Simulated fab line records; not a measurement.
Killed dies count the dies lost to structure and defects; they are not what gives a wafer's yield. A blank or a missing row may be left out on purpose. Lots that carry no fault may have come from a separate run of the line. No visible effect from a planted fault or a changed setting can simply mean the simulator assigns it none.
Chamber matching + flow nandHarc + NHARC_A_M1_PRE_CLEAN_32 on pecvd-04: 3 sister chambers
The step time 12 s. 3 wafers are shown with their chamber, then 7 later ones without.

== WAFERS WITH THEIR CHAMBER ==
| wafer  | chamber | heaterPowerW (W) |
|--------|---------|------------------|
| L083.6 | 2       | 557              |
| L088.2 | 1       | 664              |
| L088.4 | 0       | 509              |

== WAFERS WHOSE CHAMBER IS MISSING ==
| wafer  | heaterPowerW (W) |
|--------|------------------|
| L088.5 | 571              |
| L092.2 | 519              |
| L092.3 | 698              |
| L092.5 | 536              |
| L095.3 | 507              |
| L095.5 | 516              |
| L095.6 | 527              |

== CHAMBER TAKEN BY EACH ==
| wafer  | from the rows above     | in truth                   |
|--------|-------------------------|----------------------------|
| L088.5 | 2                       | 2                          |
| L092.2 | can't be placed: 0 or 2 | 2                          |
| L092.3 | 1                       | 1                          |
| L092.5 | can't be placed: 2 or 0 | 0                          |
| L095.3 | 0                       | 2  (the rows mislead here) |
| L095.5 | can't be placed: 0 or 2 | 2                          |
| L095.6 | can't be placed: 0 or 2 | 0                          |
2 of 7 placed correctly. From these rows, 4 cannot be placed; in 4 the true chamber is one of the candidates. Wrongly placed: 1.
How it was worked out, from the rows above alone: a wafer's distance from a chamber is the root of the sum, over the readings, of the square of ((its reading less the chamber's mean) divided by the reading's scatter). The wafer belongs to the nearest chamber; if the next one is less than 2 further off, it can't be placed. A chamber's mean is the mean of its shown wafers. The scatter: with one shown wafer a chamber, the root of the mean of the squares of how far each hidden wafer lies from its nearest shown one.
